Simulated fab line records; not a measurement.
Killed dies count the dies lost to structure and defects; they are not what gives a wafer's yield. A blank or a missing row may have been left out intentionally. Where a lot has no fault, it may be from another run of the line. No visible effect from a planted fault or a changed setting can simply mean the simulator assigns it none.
Which tool was responsible? / flow nand_harc / 24 lots with 72 wafers sampled at 3 steps, on a route of 1302 steps

## WHAT EACH GAUGE READ, for each wafer
NHARC_P_GATE_OVL_MEAS_27.
lot=L074; measured=day 5 08:18; on=overlay-02; overlay_x_nm (nm)=-0.3 -0.4 -0.8; overlay_y_nm (nm)=0.2 0.5 0.8
lot=L075; measured=day 5 15:07; on=overlay-02; overlay_x_nm (nm)=0.9 0.1 1.1; overlay_y_nm (nm)=-1.5 -1.1 -1.9
lot=L076; measured=day 5 22:02; on=overlay-01; overlay_x_nm (nm)=-0.8 -0.7 -1.0; overlay_y_nm (nm)=0.2 -0.1 -0.1
lot=L077; measured=day 6 07:35; on=overlay-02; overlay_x_nm (nm)=1.2 1.0 1.8; overlay_y_nm (nm)=-0.6 -0.1 0.0
lot=L078; measured=day 6 11:19; on=overlay-02; overlay_x_nm (nm)=-1.5 -0.9 -0.3; overlay_y_nm (nm)=-0.8 -0.6 -0.8
lot=L079; measured=day 7 05:43; on=overlay-01; overlay_x_nm (nm)=-0.6 -1.4 -1.2; overlay_y_nm (nm)=-0.4 0.5 0.7
lot=L080; measured=day 7 11:46; on=overlay-02; overlay_x_nm (nm)=-1.1 -0.9 -1.2; overlay_y_nm (nm)=0.3 0.2 0.2
lot=L081; measured=day 8 01:43; on=overlay-01; overlay_x_nm (nm)=0.7 0.8 0.5; overlay_y_nm (nm)=0.5 0.1 0.1
lot=L082; measured=day 8 05:29; on=overlay-01; overlay_x_nm (nm)=0.4 0.8 0.1; overlay_y_nm (nm)=0.0 0.5 0.2
lot=L083; measured=day 8 18:23; on=overlay-02; overlay_x_nm (nm)=-1.5 -0.6 -1.5; overlay_y_nm (nm)=-0.6 -0.3 -0.4
lot=L084; measured=day 9 05:28; on=overlay-01; overlay_x_nm (nm)=2.3 2.0 1.9; overlay_y_nm (nm)=-1.1 -0.6 -1.0
lot=L085; measured=day 9 20:51; on=overlay-02; overlay_x_nm (nm)=-1.3 -1.4 -1.1; overlay_y_nm (nm)=1.8 2.1 1.9
lot=L086; measured=day 9 23:31; on=overlay-02; overlay_x_nm (nm)=0.0 -0.5 -0.5; overlay_y_nm (nm)=0.8 1.5 1.4
lot=L087; measured=day 10 23:20; on=overlay-01; overlay_x_nm (nm)=-0.8 -0.3 0.1; overlay_y_nm (nm)=0.1 0.2 0.1
lot=L088; measured=day 10 23:38; on=overlay-01; overlay_x_nm (nm)=1.2 1.1 1.9; overlay_y_nm (nm)=0.2 -0.1 0.1
lot=L089; measured=day 10 23:29; on=overlay-02; overlay_x_nm (nm)=0.3 0.3 0.1; overlay_y_nm (nm)=-0.4 -0.2 -0.7
lot=L090; measured=day 11 16:37; on=overlay-01; overlay_x_nm (nm)=1.4 1.3 0.9; overlay_y_nm (nm)=0.2 -0.2 -0.1
lot=L091; measured=day 11 23:13; on=overlay-02; overlay_x_nm (nm)=-0.2 -0.4 -0.2; overlay_y_nm (nm)=1.3 0.8 1.2
lot=L092; measured=day 12 10:41; on=overlay-02; overlay_x_nm (nm)=1.7 1.3 1.0; overlay_y_nm (nm)=1.0 -0.1 0.2
lot=L093; measured=day 12 20:10; on=overlay-01; overlay_x_nm (nm)=0.7 0.3 0.9; overlay_y_nm (nm)=-0.4 -0.2 -0.4
lot=L094; measured=day 13 10:08; on=overlay-01; overlay_x_nm (nm)=0.7 1.1 1.1; overlay_y_nm (nm)=0.5 1.0 0.7
lot=L095; measured=day 13 17:37; on=overlay-01; overlay_x_nm (nm)=0.5 -0.2 -0.1; overlay_y_nm (nm)=-1.0 -0.9 -0.5
lot=L096; measured=day 14 04:16; on=overlay-02; overlay_x_nm (nm)=-0.6 -0.7 -0.5; overlay_y_nm (nm)=0.9 1.3 1.5
lot=L097; measured=day 14 15:37; on=overlay-01; overlay_x_nm (nm)=-0.5 0.1 -0.4; overlay_y_nm (nm)=-0.8 -1.2 -1.3

## EACH LOT AND THE TOOL THAT RAN IT (in order: tool; ch and the chambers of the sampled wafers; start)
lot=L074; NHARC_P_ZERO_WELL_ETCH_65=rie_diel-09 ch 0,1,3, day 1 21:22; NHARC_P_GATE_HM_DEP_102=acl_dep-02 ch 0, day 5 07:01
lot=L075; NHARC_P_ZERO_WELL_ETCH_65=rie_diel-02 ch 0,2,3, day 2 08:16; NHARC_P_GATE_HM_DEP_102=acl_dep-01 ch 0, day 5 13:47
lot=L076; NHARC_P_ZERO_WELL_ETCH_65=rie_diel-09 ch 2,3, day 2 17:29; NHARC_P_GATE_HM_DEP_102=acl_dep-02 ch 0, day 5 20:43
lot=L077; NHARC_P_ZERO_WELL_ETCH_65=rie_diel-06 ch 0,1,3, day 3 03:22; NHARC_P_GATE_HM_DEP_102=acl_dep-02 ch 0, day 6 06:16
lot=L078; NHARC_P_ZERO_WELL_ETCH_65=rie_diel-02 ch 0,1, day 3 13:23; NHARC_P_GATE_HM_DEP_102=acl_dep-03 ch 0, day 6 09:54
lot=L079; NHARC_P_ZERO_WELL_ETCH_65=rie_diel-02 ch 0,1,3, day 3 23:29; NHARC_P_GATE_HM_DEP_102=acl_dep-02 ch 0, day 7 04:17
lot=L080; NHARC_P_ZERO_WELL_ETCH_65=rie_diel-06 ch 0,1,3, day 4 09:29; NHARC_P_GATE_HM_DEP_102=acl_dep-02 ch 0, day 7 10:28
lot=L081; NHARC_P_ZERO_WELL_ETCH_65=rie_diel-06 ch 1,2,3, day 4 19:22; NHARC_P_GATE_HM_DEP_102=acl_dep-01 ch 0, day 8 00:18
lot=L082; NHARC_P_ZERO_WELL_ETCH_65=rie_diel-09 ch 0,1,3, day 5 05:29; NHARC_P_GATE_HM_DEP_102=acl_dep-01 ch 0, day 8 04:03
lot=L083; NHARC_P_ZERO_WELL_ETCH_65=rie_diel-02 ch 0,3, day 5 15:29; NHARC_P_GATE_HM_DEP_102=acl_dep-01 ch 0, day 8 17:10
lot=L084; NHARC_P_ZERO_WELL_ETCH_65=rie_diel-02 ch 0,1,3, day 6 01:23; NHARC_P_GATE_HM_DEP_102=acl_dep-02 ch 0, day 9 04:09
lot=L085; NHARC_P_ZERO_WELL_ETCH_65=rie_diel-09 ch 0,1,3, day 6 11:23; NHARC_P_GATE_HM_DEP_102=acl_dep-02 ch 0, day 9 19:32
lot=L086; NHARC_P_ZERO_WELL_ETCH_65=rie_diel-06 ch 0,2, day 6 21:31; NHARC_P_GATE_HM_DEP_102=acl_dep-03 ch 0, day 9 22:10
lot=L087; NHARC_P_ZERO_WELL_ETCH_65=rie_diel-02 ch 0,1, day 7 07:41; NHARC_P_GATE_HM_DEP_102=acl_dep-01 ch 0, day 10 22:02
lot=L088; NHARC_P_ZERO_WELL_ETCH_65=rie_diel-09 ch 0,1,2, day 7 17:23; NHARC_P_GATE_HM_DEP_102=acl_dep-03 ch 0, day 10 21:55
lot=L089; NHARC_P_ZERO_WELL_ETCH_65=rie_diel-02 ch 0,1,2, day 8 03:30; NHARC_P_GATE_HM_DEP_102=acl_dep-02 ch 0, day 10 22:08
lot=L090; NHARC_P_ZERO_WELL_ETCH_65=rie_diel-06 ch 1,2,3, day 8 13:31; NHARC_P_GATE_HM_DEP_102=acl_dep-01 ch 0, day 11 15:11
lot=L091; NHARC_P_ZERO_WELL_ETCH_65=rie_diel-02 ch 0,1,3, day 8 23:41; NHARC_P_GATE_HM_DEP_102=acl_dep-03 ch 0, day 11 21:47
lot=L092; NHARC_P_ZERO_WELL_ETCH_65=rie_diel-02 ch 1,2,3, day 9 09:29; NHARC_P_GATE_HM_DEP_102=acl_dep-02 ch 0, day 12 09:22
lot=L093; NHARC_P_ZERO_WELL_ETCH_65=rie_diel-02 ch 0,1,2, day 9 20:02; NHARC_P_GATE_HM_DEP_102=acl_dep-02 ch 0, day 12 18:58
lot=L094; NHARC_P_ZERO_WELL_ETCH_65=rie_diel-09 ch 0,1,2, day 10 05:32; NHARC_P_GATE_HM_DEP_102=acl_dep-02 ch 0, day 13 09:03
lot=L095; NHARC_P_ZERO_WELL_ETCH_65=rie_diel-06 ch 0,1,3, day 10 15:29; NHARC_P_GATE_HM_DEP_102=acl_dep-02 ch 0, day 13 16:19
lot=L096; NHARC_P_ZERO_WELL_ETCH_65=rie_diel-09 ch 0,1,3, day 11 01:31; NHARC_P_GATE_HM_DEP_102=acl_dep-01 ch 0, day 14 03:07
lot=L097; NHARC_P_ZERO_WELL_ETCH_65=rie_diel-09 ch 0,2,3, day 11 11:22; NHARC_P_GATE_HM_DEP_102=acl_dep-03 ch 0, day 14 14:07
- NHARC_P_ZERO_WELL_ETCH_65: etches the open film in N2/H2, target depth 80 nm, overetch 24 nm, time 87.88 s.
- NHARC_P_GATE_HM_DEP_102: deposits aC, target thk 120 nm.

## WHAT THE TOOLS THEMSELVES READ (means of the sampled wafers that have a number; where no wafer has one, the mark that the record gives instead)
NHARC_P_ZERO_WELL_ETCH_65.
lot=L074; tool=rie_diel-09; chamber_pressure_mTorr (mTorr)=29.998; drypump_motor_current_A (A)=5.54; oes_product_au (a.u.)=0.998; rf_vpp_V (V)=433.4; showerhead_plenum_p_Torr (Torr)=2.15; throttle_valve_pct (%)=14.169
lot=L075; tool=rie_diel-02; chamber_pressure_mTorr (mTorr)=30.034; drypump_motor_current_A (A)=5.35; oes_product_au (a.u.)=0.993; rf_vpp_V (V)=429.0; showerhead_plenum_p_Torr (Torr)=2.01; throttle_valve_pct (%)=14.169
lot=L076; tool=rie_diel-09; chamber_pressure_mTorr (mTorr)=30.006; drypump_motor_current_A (A)=5.39; oes_product_au (a.u.)=1.006; rf_vpp_V (V)=432.3; showerhead_plenum_p_Torr (Torr)=2.07; throttle_valve_pct (%)=14.175
lot=L077; tool=rie_diel-06; chamber_pressure_mTorr (mTorr)=29.995; drypump_motor_current_A (A)=5.78; oes_product_au (a.u.)=1.000; rf_vpp_V (V)=430.2; showerhead_plenum_p_Torr (Torr)=2.05; throttle_valve_pct (%)=14.170
lot=L078; tool=rie_diel-02; chamber_pressure_mTorr (mTorr)=29.980; drypump_motor_current_A (A)=5.38; oes_product_au (a.u.)=0.997; rf_vpp_V (V)=429.3; showerhead_plenum_p_Torr (Torr)=1.97; throttle_valve_pct (%)=14.174
lot=L079; tool=rie_diel-02; chamber_pressure_mTorr (mTorr)=30.000; drypump_motor_current_A (A)=5.36; oes_product_au (a.u.)=1.005; rf_vpp_V (V)=428.3; showerhead_plenum_p_Torr (Torr)=1.95; throttle_valve_pct (%)=14.163
lot=L080; tool=rie_diel-06; chamber_pressure_mTorr (mTorr)=30.006; drypump_motor_current_A (A)=5.77; oes_product_au (a.u.)=0.997; rf_vpp_V (V)=431.8; showerhead_plenum_p_Torr (Torr)=2.05; throttle_valve_pct (%)=14.170
lot=L081; tool=rie_diel-06; chamber_pressure_mTorr (mTorr)=29.983; drypump_motor_current_A (A)=5.62; oes_product_au (a.u.)=1.001; rf_vpp_V (V)=431.5; showerhead_plenum_p_Torr (Torr)=2.09; throttle_valve_pct (%)=14.172
lot=L082; tool=rie_diel-09; chamber_pressure_mTorr (mTorr)=29.966; drypump_motor_current_A (A)=5.55; oes_product_au (a.u.)=0.995; rf_vpp_V (V)=433.5; showerhead_plenum_p_Torr (Torr)=2.15; throttle_valve_pct (%)=14.168
lot=L083; tool=rie_diel-02; chamber_pressure_mTorr (mTorr)=29.977; drypump_motor_current_A (A)=5.21; oes_product_au (a.u.)=1.007; rf_vpp_V (V)=428.2; showerhead_plenum_p_Torr (Torr)=1.95; throttle_valve_pct (%)=14.176
lot=L084; tool=rie_diel-02; chamber_pressure_mTorr (mTorr)=30.007; drypump_motor_current_A (A)=5.36; oes_product_au (a.u.)=0.997; rf_vpp_V (V)=427.6; showerhead_plenum_p_Torr (Torr)=1.95; throttle_valve_pct (%)=14.175
lot=L085; tool=rie_diel-09; chamber_pressure_mTorr (mTorr)=30.009; drypump_motor_current_A (A)=5.56; oes_product_au (a.u.)=1.002; rf_vpp_V (V)=433.9; showerhead_plenum_p_Torr (Torr)=2.14; throttle_valve_pct (%)=14.176
lot=L086; tool=rie_diel-06; chamber_pressure_mTorr (mTorr)=30.029; drypump_motor_current_A (A)=6.08; oes_product_au (a.u.)=0.987; rf_vpp_V (V)=431.1; showerhead_plenum_p_Torr (Torr)=2.11; throttle_valve_pct (%)=14.170
lot=L087; tool=rie_diel-02; chamber_pressure_mTorr (mTorr)=29.998; drypump_motor_current_A (A)=5.53; oes_product_au (a.u.)=0.996; rf_vpp_V (V)=427.6; showerhead_plenum_p_Torr (Torr)=1.96; throttle_valve_pct (%)=14.161
lot=L088; tool=rie_diel-09; chamber_pressure_mTorr (mTorr)=29.985; drypump_motor_current_A (A)=5.74; oes_product_au (a.u.)=1.003; rf_vpp_V (V)=434.1; showerhead_plenum_p_Torr (Torr)=2.13; throttle_valve_pct (%)=14.175
lot=L089; tool=rie_diel-02; chamber_pressure_mTorr (mTorr)=29.985; drypump_motor_current_A (A)=5.53; oes_product_au (a.u.)=1.002; rf_vpp_V (V)=429.5; showerhead_plenum_p_Torr (Torr)=2.01; throttle_valve_pct (%)=14.169
lot=L090; tool=rie_diel-06; chamber_pressure_mTorr (mTorr)=29.981; drypump_motor_current_A (A)=5.61; oes_product_au (a.u.)=1.000; rf_vpp_V (V)=431.9; showerhead_plenum_p_Torr (Torr)=2.08; throttle_valve_pct (%)=14.168
lot=L091; tool=rie_diel-02; chamber_pressure_mTorr (mTorr)=30.008; drypump_motor_current_A (A)=5.35; oes_product_au (a.u.)=0.996; rf_vpp_V (V)=427.8; showerhead_plenum_p_Torr (Torr)=1.94; throttle_valve_pct (%)=14.168
lot=L092; tool=rie_diel-02; chamber_pressure_mTorr (mTorr)=30.013; drypump_motor_current_A (A)=5.52; oes_product_au (a.u.)=1.008; rf_vpp_V (V)=428.3; showerhead_plenum_p_Torr (Torr)=1.98; throttle_valve_pct (%)=14.166
lot=L093; tool=rie_diel-02; chamber_pressure_mTorr (mTorr)=29.994; drypump_motor_current_A (A)=5.56; oes_product_au (a.u.)=1.009; rf_vpp_V (V)=429.3; showerhead_plenum_p_Torr (Torr)=2.01; throttle_valve_pct (%)=14.159
lot=L094; tool=rie_diel-09; chamber_pressure_mTorr (mTorr)=29.993; drypump_motor_current_A (A)=5.72; oes_product_au (a.u.)=0.999; rf_vpp_V (V)=433.3; showerhead_plenum_p_Torr (Torr)=2.12; throttle_valve_pct (%)=14.173
lot=L095; tool=rie_diel-06; chamber_pressure_mTorr (mTorr)=30.005; drypump_motor_current_A (A)=5.76; oes_product_au (a.u.)=0.994; rf_vpp_V (V)=430.4; showerhead_plenum_p_Torr (Torr)=2.03; throttle_valve_pct (%)=14.174
lot=L096; tool=rie_diel-09; chamber_pressure_mTorr (mTorr)=29.997; drypump_motor_current_A (A)=5.54; oes_product_au (a.u.)=0.996; rf_vpp_V (V)=433.0; showerhead_plenum_p_Torr (Torr)=2.13; throttle_valve_pct (%)=14.173
lot=L097; tool=rie_diel-09; chamber_pressure_mTorr (mTorr)=30.003; drypump_motor_current_A (A)=5.58; oes_product_au (a.u.)=1.003; rf_vpp_V (V)=431.4; showerhead_plenum_p_Torr (Torr)=2.08; throttle_valve_pct (%)=14.160

NHARC_P_GATE_HM_DEP_102.
lot=L074; tool=acl_dep-02; throttle_valve_pct (%)=34.989
lot=L075; tool=acl_dep-01; throttle_valve_pct (%)=35.002
lot=L076; tool=acl_dep-02; throttle_valve_pct (%)=35.001
lot=L077; tool=acl_dep-02; throttle_valve_pct (%)=35.003
lot=L078; tool=acl_dep-03; throttle_valve_pct (%)=35.011
lot=L079; tool=acl_dep-02; throttle_valve_pct (%)=34.988
lot=L080; tool=acl_dep-02; throttle_valve_pct (%)=35.002
lot=L081; tool=acl_dep-01; throttle_valve_pct (%)=34.998
lot=L082; tool=acl_dep-01; throttle_valve_pct (%)=35.002
lot=L083; tool=acl_dep-01; throttle_valve_pct (%)=34.997
lot=L084; tool=acl_dep-02; throttle_valve_pct (%)=34.997
lot=L085; tool=acl_dep-02; throttle_valve_pct (%)=35.008
lot=L086; tool=acl_dep-03; throttle_valve_pct (%)=35.001
lot=L087; tool=acl_dep-01; throttle_valve_pct (%)=34.994
lot=L088; tool=acl_dep-03; throttle_valve_pct (%)=35.001
lot=L089; tool=acl_dep-02; throttle_valve_pct (%)=35.002
lot=L090; tool=acl_dep-01; throttle_valve_pct (%)=34.998
lot=L091; tool=acl_dep-03; throttle_valve_pct (%)=35.002
lot=L092; tool=acl_dep-02; throttle_valve_pct (%)=34.999
lot=L093; tool=acl_dep-02; throttle_valve_pct (%)=35.001
lot=L094; tool=acl_dep-02; throttle_valve_pct (%)=35.004
lot=L095; tool=acl_dep-02; throttle_valve_pct (%)=35.009
lot=L096; tool=acl_dep-01; throttle_valve_pct (%)=35.001
lot=L097; tool=acl_dep-03; throttle_valve_pct (%)=35.005

## THE ANSWER, worked out from the rows above alone
Rule: the lots themselves supply what counts as usual. Put in order of their means at a reading, lots are off if they are a third of the lots or fewer, leave a main group of 4 or more, and stand apart from it by a gap of 3 or more times the standard deviation of the main group's means; of several such gaps the widest counts. If all means in a main group match to the digits the tables above print for the reading, that group is not used. Also off: a lot with no number at a reading for which 4 or more lots have one. Where the step has rows for the other lots, those lots are counted as sound. First the gauges in route order, then the tools' own readings, where a lot's mean is used as printed above. The first step at which some lot is off is used, and at that step the reading that is off furthest; a lot without a number counts as furthest.
Across all readings shown, no lot is off: no conclusion can be drawn from this.

## WHAT THE SIMULATOR HAD PUT IN
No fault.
